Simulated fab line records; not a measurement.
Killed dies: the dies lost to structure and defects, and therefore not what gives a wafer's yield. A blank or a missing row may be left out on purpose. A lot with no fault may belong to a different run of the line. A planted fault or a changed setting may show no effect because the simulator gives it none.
Chamber matching + flow nand harc + 4 sister chambers for NHARC_A_CHANNEL_FILL_D2_ALD_14 on ald hk-01
The step deposits SiO2, target thk 2.5 nm, pulse time 10 s, ald cycles 25. 8 wafers are shown with their chamber, then 12 later ones without.

## WAFERS, EACH WITH ITS CHAMBER
| wafer  | chamber | heater power w (W) | precursor pulse height rel |
|--------|---------|--------------------|----------------------------|
| L082.6 | 0       | 427                | 0.995                      |
| L084.6 | 1       | 450                | 1.046                      |
| L088.1 | 0       | 433                | 0.987                      |
| L088.2 | 1       | 452                | 0.980                      |
| L088.3 | 2       | 509                | 1.014                      |
| L088.4 | 3       | 487                | 1.017                      |
| L088.5 | 3       | 502                | 0.997                      |
| L088.6 | 2       | 495                | 0.996                      |

## WAFERS WITHOUT THEIR CHAMBER
| wafer  | heater power w (W) | precursor pulse height rel |
|--------|--------------------|----------------------------|
| L091.1 | 443                | 0.993                      |
| L091.4 | 456                | 0.995                      |
| L091.6 | 503                | 1.004                      |
| L093.2 | 453                | 0.977                      |
| L093.3 | 500                | 0.999                      |
| L093.4 | 495                | 0.966                      |
| L094.4 | 507                | 0.987                      |
| L094.5 | 455                | 1.001                      |
| L094.6 | 490                | 1.006                      |
| L096.1 | 511                | 1.039                      |
| L096.4 | 450                | 0.970                      |
| L096.5 | 504                | 1.014                      |

## THE CHAMBER EACH PASSED THROUGH
| wafer  | from the rows above     | in truth                   |
|--------|-------------------------|----------------------------|
| L091.1 | can't be placed: 1 or 0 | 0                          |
| L091.4 | 1                       | 1                          |
| L091.6 | can't be placed: 2 or 3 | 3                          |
| L093.2 | can't be placed: 1 or 0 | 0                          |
| L093.3 | can't be placed: 2 or 3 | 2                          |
| L093.4 | can't be placed: 3 or 2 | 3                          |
| L094.4 | can't be placed: 2 or 3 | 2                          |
| L094.5 | 1                       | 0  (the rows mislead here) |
| L094.6 | can't be placed: 3 or 2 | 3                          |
| L096.1 | can't be placed: 2 or 3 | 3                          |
| L096.4 | can't be placed: 1 or 0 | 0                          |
| L096.5 | can't be placed: 2 or 3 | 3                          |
1 of 12 placed correctly. Unplaceable from these rows: 10, with the true chamber sitting among the candidates in 10. 1 placed wrongly.
How it was worked out, from the rows above alone: a wafer's distance from a chamber is the root of the sum, over the readings, of the square of ((its reading less the chamber's mean) divided by the reading's scatter). The wafer belongs to the nearest chamber; if the next one is less than 2 further off, it can't be placed. The mean given for a chamber averages the wafers shown for that chamber. How the scatter is found: for the shown wafers, subtract from each reading the mean of its chamber, square and add these, divide the total by (wafers less chambers), then take the root.
